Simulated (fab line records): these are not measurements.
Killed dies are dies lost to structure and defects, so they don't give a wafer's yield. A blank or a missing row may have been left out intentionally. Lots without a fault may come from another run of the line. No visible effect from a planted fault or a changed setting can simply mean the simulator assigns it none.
Which tool was responsible? | flow n5Finfet | 24 wafers from 8 lots sampled at 5 of the route's 1938 steps

WHAT EACH GAUGE READ, for each wafer
N5_BEOL_M4_RC_MEAS_101. Usual: DIBL_N 36.8 mV/V, standard deviation 1.9; DIBL_P 36.5 mV/V, standard deviation 2.1; IOFF_N 0.17 nA/um, standard deviation 0.038; IOFF_P 0.22 nA/um, standard deviation 0.039; ION_N 675 uA/um, standard deviation 12; ION_P 463 uA/um, standard deviation 7.4; SS_N 71.6 mV/dec, standard deviation 0.71; SS_P 73.4 mV/dec, standard deviation 0.72; VT_N 249 mV, standard deviation 3.3; VT_P -250 mV, standard deviation 3.3.
lot  | measured     | on        | DIBL_N (mV/V)  | DIBL_P (mV/V)  | IOFF_N (nA/um) | IOFF_P (nA/um) | ION_N (uA/um) | ION_P (uA/um) | SS_N (mV/dec)  | SS_P (mV/dec)  | VT_N (mV)   | VT_P (mV)      | flag
L654 | day 9 03:04  | prober-02 | 37.8 36.4 37.7 | 37.4 36.3 38.7 | 0.19 0.17 0.19 | 0.25 0.23 0.27 | 672 678 684   | 461 465 472   | 71.9 71.3 71.3 | 73.3 73.2 73.7 | 248 248 242 | -249 -247 -244 | 
L655 | day 9 03:22  | prober-01 | 34.4 33.6 34.9 | 35.3 34.6 35.1 | 0.14 0.13 0.15 | 0.19 0.18 0.19 | 671 657 670   | 453 455 455   | 70.9 71.0 70.8 | 73.0 72.9 73.9 | 250 252 253 | -252 -251 -251 | 
L661 | day 10 14:47 | prober-01 | 36.0 35.7 35.4 | 36.5 35.2 34.8 | 0.19 0.16 0.15 | 0.24 0.21 0.20 | 684 659 659   | 467 457 457   | 72.3 72.1 71.8 | 73.6 73.2 72.9 | 247 252 250 | -248 -250 -248 | 
L662 | day 11 02:55 | prober-01 | 35.7 35.9 39.1 | 34.8 34.8 37.4 | 0.14 0.14 0.20 | 0.19 0.19 0.22 | 659 673 669   | 456 462 454   | 70.9 70.7 72.3 | 72.4 73.1 73.4 | 254 251 249 | -251 -251 -250 | 
L663 | day 11 05:40 | prober-01 | 37.2 37.3 34.9 | 36.3 36.5 34.8 | 0.16 0.17 0.13 | 0.21 0.23 0.19 | 664 686 672   | 460 469 464   | 71.0 71.1 70.8 | 73.0 73.7 72.8 | 251 248 252 | -248 -248 -250 | 
L664 | day 11 22:47 | prober-01 | 35.2 40.4 34.9 | 34.2 39.5 35.6 | 0.15 0.26 0.14 | 0.18 0.29 0.21 | 670 674 678   | 458 458 480   | 70.6 72.3 70.3 | 72.4 73.7 72.1 | 249 245 250 | -252 -247 -248 | 
L665 | day 12 18:36 | prober-01 | 35.1 36.4 36.0 | 33.2 34.4 34.9 | 0.13 0.14 0.13 | 0.17 0.18 0.19 | 676 662 670   | 463 455 463   | 70.5 71.1 70.7 | 72.2 73.1 72.9 | 252 252 253 | -254 -251 -251 | 
L673 | day 15 02:19 | prober-01 | 36.0 39.1 37.1 | 36.2 39.6 37.7 | 0.15 0.19 0.17 | 0.20 0.25 0.24 | 674 679 675   | 460 459 464   | 71.2 72.2 72.1 | 72.9 74.1 73.0 | 249 246 249 | -252 -249 -252 | 

WHAT TOOL EACH LOT RAN ON (gives the tool, then ch and the chambers of the sampled wafers, and finally the start)
lot  | N5_BEOL_M1_ETCH_63               | N5_BEOL_M1_ETCH_64               | N5_BEOL_M1_ALD_98                | N5_BEOL_M1_ETCHBACK_99
L654 | rieDiel-02 ch 1,2,3, day 6 17:25 | rieDiel-02 ch 1,2,3, day 6 17:27 | aldSin-01 ch 1,3, day 6 18:46    | rieDiel-02 ch 0,2, day 7 03:07
L655 | rieDiel-06 ch 0,1,3, day 6 23:10 | rieDiel-06 ch 0,1,3, day 6 23:12 | aldSin-01 ch 0,1, day 7 00:15    | rieDiel-02 ch 1,2,3, day 7 08:38
L661 | rieDiel-05 ch 1,3, day 8 14:37   | rieDiel-05 ch 1,3, day 8 14:39   | aldSin-04 ch 1,3, day 8 15:42    | rieDiel-05 ch 1,2,3, day 8 18:53
L662 | rieDiel-05 ch 1,2,3, day 8 20:16 | rieDiel-05 ch 1,2,3, day 8 20:19 | aldSin-04 ch 1,2,3, day 8 21:20  | rieDiel-02 ch 1,2, day 8 22:36
L663 | rieDiel-06 ch 2,3, day 9 02:53   | rieDiel-06 ch 2,3, day 9 02:55   | aldSin-04 ch 2,3, day 9 04:01    | rieDiel-06 ch 0,1, day 9 04:49
L664 | rieDiel-02 ch 0,1,2, day 9 06:07 | rieDiel-02 ch 0,1,2, day 9 06:08 | aldSin-02 ch 0,2,3, day 9 07:05  | rieDiel-02 ch 0,1,2, day 9 14:22
L665 | rieDiel-05 ch 0,1,3, day 9 10:01 | rieDiel-05 ch 0,1,3, day 9 10:02 | aldSin-02 ch 0,2,3, day 9 10:58  | rieDiel-02 ch 1,2,3, day 9 20:08
L673 | rieDiel-02 ch 2,3, day 11 15:31  | rieDiel-02 ch 2,3, day 11 15:32  | aldSin-01 ch 0,1,3, day 11 16:30 | rieDiel-02 ch 1,2, day 11 18:21
- N5_BEOL_M1_ETCH_63: etches SiARC in CF4, target depth 15.6 nm, time 26 s.
- N5_BEOL_M1_ETCH_64: etches SOC in N2/H2, target depth 75 nm, overetch 15 nm, time 112.5 s.
- N5_BEOL_M1_ALD_98: deposits SiO2, target thk 2.5 nm, pulse time 1 s, co reactant pulse time 1 s.
- N5_BEOL_M1_ETCHBACK_99: etches SiO2 in CHF3, target depth 5 nm, time 10.4 s.

AS READ BY THE TOOLS THEMSELVES (means over the sampled wafers that have a number; for cases with no such wafer, the mark the record gives instead)
N5_BEOL_M1_ETCH_63. Usual: drypumpMotorCurrentA 6.1 A, standard deviation 0.52; etchRfOnTimeS 26.1 s, standard deviation 0.71; oesProductAu 0.64 a.u., standard deviation 0.059; rfFwdPowerW 531.8 W, standard deviation 1.9; rfVppV 183.8 V, standard deviation 1.2; showerheadPlenumPTorr 2.13 Torr, standard deviation 0.064; throttleValvePct 15.67 %, standard deviation 0.22.
lot  | tool       | drypumpMotorCurrentA (A) | etchRfOnTimeS (s) | oesProductAu (a.u.) | rfFwdPowerW (W) | rfVppV (V) | showerheadPlenumPTorr (Torr) | throttleValvePct (%) | flag
L654 | rieDiel-02 | 6.0                      | 26.2              | 0.63                | 532.1           | 183.6      | 2.13                         | 15.66                | 
L655 | rieDiel-06 | 6.0                      | 26.1              | 0.68                | 533.2           | 183.9      | 2.16                         | 15.47                | 
L661 | rieDiel-05 | 5.4                      | 26.1              | 0.62                | 532.6           | 183.7      | 2.11                         | 15.80                | 
L662 | rieDiel-05 | 5.9                      | 26.2              | 0.61                | 530.2           | 182.4      | 2.11                         | 15.78                | 
L663 | rieDiel-06 | 6.3                      | 25.6              | 0.61                | 530.4           | 183.0      | 2.11                         | 15.88                | 
L664 | rieDiel-02 | 6.1                      | 26.1              | 0.61                | 533.2           | 184.8      | 2.15                         | 15.74                | 
L665 | rieDiel-05 | 5.6                      | 26.6              | 0.66                | 532.9           | 183.5      | 2.12                         | 15.61                | 
L673 | rieDiel-02 | 6.3                      | 25.9              | 0.63                | 531.1           | 183.7      | 2.07                         | 15.76                | 

N5_BEOL_M1_ETCH_64. Usual: drypumpMotorCurrentA 6.1 A, standard deviation 0.51; oesProductAu 0.60 a.u., standard deviation 0.052; rfFwdPowerW 836.3 W, standard deviation 2.7; rfVppV 523.3 V, standard deviation 2.3; showerheadPlenumPTorr 2.52 Torr, standard deviation 0.075; throttleValvePct 17.88 %, standard deviation 0.21.
lot  | tool       | drypumpMotorCurrentA (A) | oesProductAu (a.u.) | rfFwdPowerW (W) | rfVppV (V) | showerheadPlenumPTorr (Torr) | throttleValvePct (%) | flag
L654 | rieDiel-02 | 6.0                      | 0.59                | 836.6           | 524.5      | 2.54                         | 17.95                | 
L655 | rieDiel-06 | 5.9                      | 0.64                | 835.7           | 524.6      | 2.56                         | 17.71                | 
L661 | rieDiel-05 | 5.4                      | 0.58                | 835.2           | 522.9      | 2.49                         | 17.97                | 
L662 | rieDiel-05 | 5.9                      | 0.57                | 838.9           | 523.0      | 2.49                         | 17.96                | 
L663 | rieDiel-06 | 6.3                      | 0.56                | 835.1           | 521.5      | 2.48                         | 18.00                | 
L664 | rieDiel-02 | 6.0                      | 0.57                | 835.4           | 525.2      | 2.57                         | 17.97                | 
L665 | rieDiel-05 | 5.6                      | 0.62                | 833.3           | 523.6      | 2.51                         | 17.81                | 
L673 | rieDiel-02 | 6.3                      | 0.58                | 833.9           | 521.9      | 2.47                         | 18.07                | 

N5_BEOL_M1_ALD_98. Usual: heaterPowerW 75 W, standard deviation 4.8; precursorPulseHeightRel 0.996, standard deviation 0.019.
lot  | tool      | heaterPowerW (W) | precursorPulseHeightRel | flag
L654 | aldSin-01 | 69               | 0.993                   | 
L655 | aldSin-01 | 75               | 1.001                   | 
L661 | aldSin-04 | 73               | 1.003                   | 
L662 | aldSin-04 | 74               | 0.982                   | 
L663 | aldSin-04 | 72               | 0.982                   | 
L664 | aldSin-02 | 79               | 0.998                   | 
L665 | aldSin-02 | 77               | 0.985                   | 
L673 | aldSin-01 | 75               | 1.003                   | 

N5_BEOL_M1_ETCHBACK_99. Usual: drypumpMotorCurrentA 6.0 A, standard deviation 0.47; oesProductAu 0.74 a.u., standard deviation 0.073; rfFwdPowerW 212.2 W, standard deviation 0.99; rfVppV 241 V, standard deviation 4.2; showerheadPlenumPTorr 2.14 Torr, standard deviation 0.063; throttleValvePct 17.14 %, standard deviation 0.24.
lot  | tool       | drypumpMotorCurrentA (A) | oesProductAu (a.u.) | rfFwdPowerW (W) | rfVppV (V) | showerheadPlenumPTorr (Torr) | throttleValvePct (%) | flag
L654 | rieDiel-02 | 6.1                      | 0.72                | 211.1           | 241        | 2.14                         | 17.25                | 
L655 | rieDiel-02 | 6.0                      | 0.73                | 213.1           | 239        | 2.14                         | 17.12                | 
L661 | rieDiel-05 | 5.9                      | 0.71                | 211.9           | 238        | 2.12                         | 17.24                | 
L662 | rieDiel-02 | 5.7                      | 0.70                | 212.8           | 240        | 2.20                         | 17.12                | 
L663 | rieDiel-06 | 6.2                      | 0.85                | 211.7           | 244        | 2.15                         | 16.80                | 
L664 | rieDiel-02 | 6.0                      | 0.70                | 211.7           | 241        | 2.17                         | 17.23                | 
L665 | rieDiel-02 | 6.1                      | 0.72                | 212.0           | 238        | 2.13                         | 17.15                | 
L673 | rieDiel-02 | 5.7                      | 0.68                | 212.9           | 240        | 2.19                         | 17.17                | 

THE ANSWER, worked out from the rows above alone
Rule: a lot is off if the mean of its wafers that have a number lies more than 3 standard deviations from the usual mean. Also off: a lot with no number at a reading for which 4 or more lots have one. Any other lot the step has rows for is counted as sound. Order of review: gauges by route order, followed by the tools' own readings, for which a lot's mean as printed above is used. At the first step where some lot is off, the reading lying furthest off is the one used; lots without a number count as furthest.
No lot is off on any of the readings shown, so nothing can be concluded from this.

WHAT THE SIMULATOR PUT IN
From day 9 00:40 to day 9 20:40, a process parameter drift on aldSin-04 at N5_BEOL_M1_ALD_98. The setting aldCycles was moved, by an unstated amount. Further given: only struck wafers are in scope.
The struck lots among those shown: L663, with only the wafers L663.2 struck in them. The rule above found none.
